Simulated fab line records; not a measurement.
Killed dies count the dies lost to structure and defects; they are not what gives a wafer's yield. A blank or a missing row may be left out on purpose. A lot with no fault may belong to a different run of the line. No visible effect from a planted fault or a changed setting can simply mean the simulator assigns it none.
fab line records -- flow n5_finfet
record: lots: 10, wafers: 30, last_day: 17
route steps=1938 shown BEOL_M15@1827 MIM_TOP_LITHO@1847 MIM_BOT_LITHO@1858 MIM_BOT_ETCH@1869
lots that met no fault: from a run of the same line without faults
start_h: hours from the record's opening day to when the first of the lot's shown wafers began -- wait_h: hours since the lot's step before -- " repeats the value in the row above -- L1.1+2: a single row standing in for several wafers -- - no value, or no start was given -- * or withheld: withheld -- < > ~ a bound
route shown NAME@n: NAME is a module with steps in the file, n the number in the route of the first one -- usual: average and standard deviation across the fault-free wafers -- same: alike in all rows -- chamber/n: place in a boat -- sites: per-site readings -- _std_site: standard deviation of those values -- _edge_site: inner sites' mean taken away from outer sites' mean -- radius_mm: for every site, how far away it sits from the centre of the wafer -- mask NAME#n: copy n -- behind: tool/chamber where the wafer was last shaped -- hold: what put the lot on hold/how long, in hours/how the hold closed -- device: the transistor (n, p or np) that didn't switch -- end of line: tests of these same wafers at the route's end -- where a step has no rows: the recipe by itself -- killed: the dies lost at the first sort to structure and to defects; this is not the yield of the wafer -- map: a wafer's dies, marking killed ones x, the rest . and places with no die _
set.NAME: the setting as run; set.NAME@STEP: as run at that earlier step -- model.NAME: the simulator's own value behind a step, which no gauge read
the route's steps for a sample of lots (tables are steps, rows are wafers)
services: when a tool's chamber went out of use (start_h, in hours from the record's first day, below 0 if earlier), for how many hours, and the reason
== steps ==
step: N5_BEOL_M15_DEP_53
recipe: material: SiCN, target_thk_a: 500, temp_c: withheld, precursor: 3MS/NH3, pressure_torr: 3, rf_w: 675, time_s: 17.8
usual: showerhead_plenum_p_Torr: 4.152/0.019, throttle_valve_pct: 18.8/1
lot.wafer,tool,chamber,start_h,wait_h,showerhead_plenum_p_Torr,throttle_valve_pct
L421.1,pecvd-02,1,272.64,0.0,4.155,18.3
L421.2,pecvd-02,0,272.64,0.0,4.151,19.6
L421.5,pecvd-02,1,272.64,0.0,4.162,18.5
L422.2,pecvd-02,0,282.15,0.0,4.145,19.3
L422.3,pecvd-02,1,282.15,0.0,4.163,18.7
L422.5,pecvd-02,0,282.15,0.0,4.147,19.6
L423.1,pecvd-01,0,283.14,0.0,4.135,17.8
L423.2,pecvd-01,1,283.14,0.0,4.203,21.2
L423.6,pecvd-01,1,283.14,0.0,4.214,21.1
L425.2,pecvd-02,2,290.94,0.0,4.129,18.0
L425.3,pecvd-02,2,290.94,0.0,4.149,17.9
L425.6,pecvd-02,2,290.94,0.0,4.142,17.7
L426.1,pecvd-02,2,291.59,0.0,4.156,17.8
L426.2,pecvd-02,0,291.59,0.0,4.146,19.7
L426.6,pecvd-02,2,291.59,0.0,4.138,17.9
L428.2,pecvd-02,0,307.96,0.0,4.153,19.5
L428.4,pecvd-02,0,307.96,0.0,4.146,19.4
L428.5,pecvd-02,2,307.96,0.0,4.138,17.6
L429.1,pecvd-01,1,315.62,0.0,4.203,21.0
L429.3,pecvd-01,2,315.62,0.0,4.153,18.0
L429.5,pecvd-01,2,315.62,0.0,4.154,17.8
L432.1,pecvd-02,1,345.82,0.0,4.149,18.7
L432.3,pecvd-02,0,345.82,0.0,4.146,19.7
L432.6,pecvd-02,0,345.82,0.0,4.149,19.8
L439.1,pecvd-02,1,379.64,0.0,4.158,18.7
L439.3,pecvd-02,0,379.64,0.0,4.153,19.7
L439.5,pecvd-02,2,379.64,0.0,4.142,18.0
L441.2,pecvd-04,2,401.31,0.0,4.117,17.9
L441.3,pecvd-04,2,401.31,0.0,4.128,18.1
L441.4,pecvd-04,0,401.31,0.0,4.156,19.0
step: N5_MIM_TOP_LITHO_CD_MEAS_08
recipe: target_cd_nm: 2000, landing_energy_ev: 500, detector: se_inlens
usual: cd_nm: 1998.9/2.5
lot.wafer,tool,chamber,start_h,wait_h,cd_nm
L421.1,cd_sem-02,0,275.55,-,1998.4
L421.2,cd_sem-02,0,275.55,-,2000.0
L421.5,cd_sem-02,0,275.55,-,2002.2
L422.2,cd_sem-03,0,286.46,-,1995.8
L422.3,cd_sem-03,0,286.46,-,1996.1
L422.5,cd_sem-03,0,286.46,-,1996.9
L423.1,cd_sem-02,0,288.60,-,1995.8
L423.2,cd_sem-02,0,288.60,-,1998.0
L423.6,cd_sem-02,0,288.60,-,1992.1
L425.2,cd_sem-01,0,294.76,-,1999.2
L425.3,cd_sem-01,0,294.76,-,1999.2
L425.6,cd_sem-01,0,294.76,-,1999.0
L426.1,cd_sem-01,0,296.80,-,1998.4
L426.2,cd_sem-01,0,296.80,-,1994.9
L426.6,cd_sem-01,0,296.80,-,2000.1
L428.2,cd_sem-03,0,315.17,-,1994.5
L428.4,cd_sem-03,0,315.17,-,1996.3
L428.5,cd_sem-03,0,315.17,-,1996.2
L429.1,cd_sem-03,0,319.16,-,1994.1
L429.3,cd_sem-03,0,319.16,-,1996.8
L429.5,cd_sem-03,0,319.16,-,1998.9
L432.1,cd_sem-03,0,349.11,-,1998.2
L432.3,cd_sem-03,0,349.11,-,1999.7
L432.6,cd_sem-03,0,349.11,-,1996.5
L439.1,cd_sem-03,0,382.38,-,1999.2
L439.3,cd_sem-03,0,382.38,-,1996.2
L439.5,cd_sem-03,0,382.38,-,1997.3
L441.2,cd_sem-03,0,406.37,-,2001.1
L441.3,cd_sem-03,0,406.37,-,2002.5
L441.4,cd_sem-03,0,406.37,-,2002.6
step: N5_MIM_BOT_LITHO_EXPOSE_05
recipe: mask_id: MIM_BOT, na: 0.55, source_shape: conventional, sigma_outer: 0.8, polarization: unpolarized, dose_mj: 24.25
usual: stage_vel_mm_s: 500.07/0.23
lot.wafer,tool,chamber,start_h,wait_h,mask,stage_vel_mm_s
L421.1,krf_scanner-01,0,276.12,-,MIM_BOT#0,500.07
L421.2,krf_scanner-01,0,276.12,-,MIM_BOT#0,500.03
L421.5,krf_scanner-01,0,276.12,-,MIM_BOT#0,499.92
L422.2,krf_scanner-02,0,287.15,-,MIM_BOT#0,500.25
L422.3,krf_scanner-02,0,287.15,-,MIM_BOT#0,500.16
L422.5,krf_scanner-02,0,287.15,-,MIM_BOT#0,500.00
L423.1,krf_scanner-01,0,289.52,-,MIM_BOT#0,500.35
L423.2,krf_scanner-01,0,289.52,-,MIM_BOT#0,500.32
L423.6,krf_scanner-01,0,289.52,-,MIM_BOT#0,500.31
L425.2,krf_scanner-02,0,295.47,-,MIM_BOT#0,500.10
L425.3,krf_scanner-02,0,295.47,-,MIM_BOT#0,500.16
L425.6,krf_scanner-02,0,295.47,-,MIM_BOT#0,500.30
L426.1,krf_scanner-02,0,297.98,-,MIM_BOT#0,500.21
L426.2,krf_scanner-02,0,297.98,-,MIM_BOT#0,499.95
L426.6,krf_scanner-02,0,297.98,-,MIM_BOT#0,500.29
L428.2,krf_scanner-02,0,315.73,-,MIM_BOT#0,500.37
L428.4,krf_scanner-02,0,315.73,-,MIM_BOT#0,500.26
L428.5,krf_scanner-02,0,315.73,-,MIM_BOT#0,500.40
L429.1,krf_scanner-01,0,319.84,-,MIM_BOT#0,500.16
L429.3,krf_scanner-01,0,319.84,-,MIM_BOT#0,500.24
L429.5,krf_scanner-01,0,319.84,-,MIM_BOT#0,499.91
L432.1,krf_scanner-02,0,349.96,-,MIM_BOT#0,500.01
L432.3,krf_scanner-02,0,349.96,-,MIM_BOT#0,499.70
L432.6,krf_scanner-02,0,349.96,-,MIM_BOT#0,500.46
L439.1,krf_scanner-02,0,383.07,-,MIM_BOT#0,500.39
L439.3,krf_scanner-02,0,383.07,-,MIM_BOT#0,500.05
L439.5,krf_scanner-02,0,383.07,-,MIM_BOT#0,500.18
L441.2,krf_scanner-02,0,407.09,-,MIM_BOT#0,500.31
L441.3,krf_scanner-02,0,407.09,-,MIM_BOT#0,500.23
L441.4,krf_scanner-02,0,407.09,-,MIM_BOT#0,500.06
step: N5_MIM_BOT_LITHO_OVL_MEAS_11
recipe: points_per_wafer: 44
usual: MIM_BOT_OVL: -1/4.7
lot.wafer,tool,chamber,start_h,wait_h,MIM_BOT_OVL[nm]
L421.1,overlay-01,0,276.33,0.0,-11
L421.2,overlay-01,0,276.33,0.0,1
L421.5,overlay-01,0,276.33,0.0,-1
L422.2,overlay-01,0,287.35,0.0,0
L422.3,overlay-01,0,287.35,0.0,0
L422.5,overlay-01,0,287.35,0.0,-5
L423.1,overlay-02,0,289.73,0.0,-5
L423.2,overlay-02,0,289.73,0.0,-4
L423.6,overlay-02,0,289.73,0.0,0
L425.2,overlay-02,0,295.67,0.0,9
L425.3,overlay-02,0,295.67,0.0,10
L425.6,overlay-02,0,295.67,0.0,-1
L426.1,overlay-01,0,298.19,0.0,-5
L426.2,overlay-01,0,298.19,0.0,-3
L426.6,overlay-01,0,298.19,0.0,2
L428.2,overlay-01,0,315.93,0.0,2
L428.4,overlay-01,0,315.93,0.0,7
L428.5,overlay-01,0,315.93,0.0,-1
L429.1,overlay-02,0,320.05,0.0,-4
L429.3,overlay-02,0,320.05,0.0,-1
L429.5,overlay-02,0,320.05,0.0,0
L432.1,overlay-02,0,350.17,0.0,-4
L432.3,overlay-02,0,350.17,0.0,-3
L432.6,overlay-02,0,350.17,0.0,2
L439.1,overlay-02,0,383.27,0.0,568
L439.3,overlay-02,0,383.27,0.0,569
L439.5,overlay-02,0,383.27,0.0,559
L441.2,overlay-02,0,407.29,0.0,561
L441.3,overlay-02,0,407.29,0.0,566
L441.4,overlay-02,0,407.29,0.0,556
step: N5_MIM_BOT_ETCH_STRIP_01
recipe: chemistry: O2, power_w: 600, temp_c: 60, pressure_mtorr: 30, rf_frequency_hz: 6e+07, bias_power_w: 0, overash_fraction: 0.5, o2_flow_sccm: 225
usual: drypump_motor_current_A: 5.6/0.46, oes_product_au: 0.79/0.084, rf_vpp_V: 3.7/1.5, showerhead_plenum_p_Torr: 2.12/0.085, throttle_valve_pct: 16.65/0.19
lot.wafer,tool,chamber,start_h,wait_h,drypump_motor_current_A,oes_product_au,rf_hours_counter_h,rf_vpp_V,showerhead_plenum_p_Torr,throttle_valve_pct
L421.1,rie_diel-03,0,276.77,0.1,6.3,0.68,229,2.4,2.16,17.02
L421.2,rie_diel-03,3,276.77,0.1,5.6,0.66,249,4.8,2.12,17.04
L421.5,rie_diel-03,2,276.77,0.1,6.0,0.74,-,2.5,1.98,16.70
L422.2,rie_diel-01,2,287.81,0.1,5.0,0.86,58,2.6,2.21,16.65
L422.3,rie_diel-01,0,287.81,0.1,6.5,0.79,118,2.6,2.15,16.65
L422.5,rie_diel-01,2,287.81,0.1,5.1,0.89,-,2.2,2.21,16.67
L423.1,rie_diel-03,0,290.37,0.1,6.3,0.67,234,4.4,2.16,17.06
L423.2,rie_diel-03,2,290.37,0.1,6.1,0.74,201,4.6,1.98,16.68
L423.6,rie_diel-03,2,290.37,0.1,6.0,0.73,-,1.9,1.98,16.72
L425.2,rie_diel-04,1,296.36,0.3,5.8,0.86,52,2.4,2.04,16.57
L425.3,rie_diel-04,2,296.36,0.3,5.1,0.77,81,3.0,2.17,16.25
L425.6,rie_diel-04,0,296.36,0.3,5.5,0.83,-,5.1,2.22,16.63
L426.1,rie_diel-01,0,298.63,0.1,6.6,0.79,122,1.7,2.15,16.70
L426.2,rie_diel-01,2,298.63,0.1,5.0,0.86,62,1.0,2.21,16.68
L426.6,rie_diel-01,2,298.63,0.1,5.1,0.88,-,5.3,2.21,16.67
L428.2,rie_diel-01,3,316.65,0.2,5.7,0.67,246,4.5,2.12,16.63
L428.4,rie_diel-01,3,316.65,0.2,5.7,0.70,-,2.9,2.12,16.64
L428.5,rie_diel-01,0,316.65,0.2,6.5,0.77,-,4.3,2.14,16.72
L429.1,rie_diel-01,0,320.49,0.1,6.5,0.77,130,3.6,2.14,16.67
L429.3,rie_diel-01,2,320.49,0.1,5.0,0.85,69,4.2,2.20,16.70
L429.5,rie_diel-01,0,320.49,0.1,6.6,0.77,-,5.2,2.14,16.76
L432.1,rie_diel-03,2,351.02,0.3,6.0,0.70,228,2.8,1.97,16.74
L432.3,rie_diel-03,0,351.02,0.3,6.2,1.01,1,3.1,2.15,16.60
L432.6,rie_diel-03,3,351.02,0.3,5.6,0.91,-,3.0,2.11,16.59
L439.1,rie_diel-04,1,383.78,0.2,5.8,0.81,83,6.2,2.03,16.63
L439.3,rie_diel-04,0,383.78,0.2,5.5,0.79,89,4.1,2.21,16.73
L439.5,rie_diel-04,0,383.78,0.2,5.5,0.79,-,3.0,2.21,16.70
L441.2,rie_diel-01,1,407.98,0.3,5.7,0.87,34,7.0,2.24,16.41
L441.3,rie_diel-01,2,407.98,0.3,5.1,0.81,102,3.4,2.19,16.71
L441.4,rie_diel-01,0,407.98,0.3,6.5,0.74,164,4.9,2.13,16.77
== services ==
tool,chamber,start_h,hours,kind
pecvd-02,2,255.88,2.1,scheduled_down
krf_scanner-01,-,283.01,0.5,repair
krf_scanner-01,-,287.91,1.1,repair
pecvd-02,1,289.42,5.5,scheduled_down
pecvd-02,2,292.67,13.2,repair
pecvd-01,0,296.42,5.3,repair
krf_scanner-01,-,298.84,0.8,pm
rie_diel-01,2,299.64,2.8,repair
rie_diel-01,1,302.48,-,clean
krf_scanner-02,-,319.52,1.0,pm
krf_scanner-02,-,326.89,2.3,repair
pecvd-04,-,335.80,28.1,pm
krf_scanner-01,-,337.61,4.4,pm
pecvd-02,2,344.81,3.0,repair
krf_scanner-02,-,353.37,0.8,pm
krf_scanner-02,-,358.37,1.3,pm
rie_diel-04,3,366.32,7.2,repair
krf_scanner-01,-,371.46,1.3,pm
rie_diel-01,3,380.66,7.1,repair
krf_scanner-01,-,385.08,3.6,pm
pecvd-02,-,386.98,4.3,pm
pecvd-01,-,387.21,13.6,repair
krf_scanner-02,-,402.84,0.9,repair
krf_scanner-01,-,403.75,1.0,pm
== key ==
first_sign: step: N5_MIM_BOT_LITHO_OVL_MEAS_11, reading: MIM_BOT_OVL, direction: up, sigmas: 99+, usual: -1, struck: 563
effect none on later readings
met_at N5_MIM_BOT_LITHO_EXPOSE_05
struck_lots L439,L441
not_acting_at N5_BEOL_M15_DEP_53,N5_MIM_TOP_LITHO_CD_MEAS_08,N5_MIM_BOT_ETCH_STRIP_01
onset_between 349.96 383.07
also_fits time
fault: kind: scanner_matching_overlay, tool: krf_scanner-02, chamber: -, onset_h: 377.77, steps: N5_MIM_BOT_LITHO_EXPOSE_05, offset: 564.92
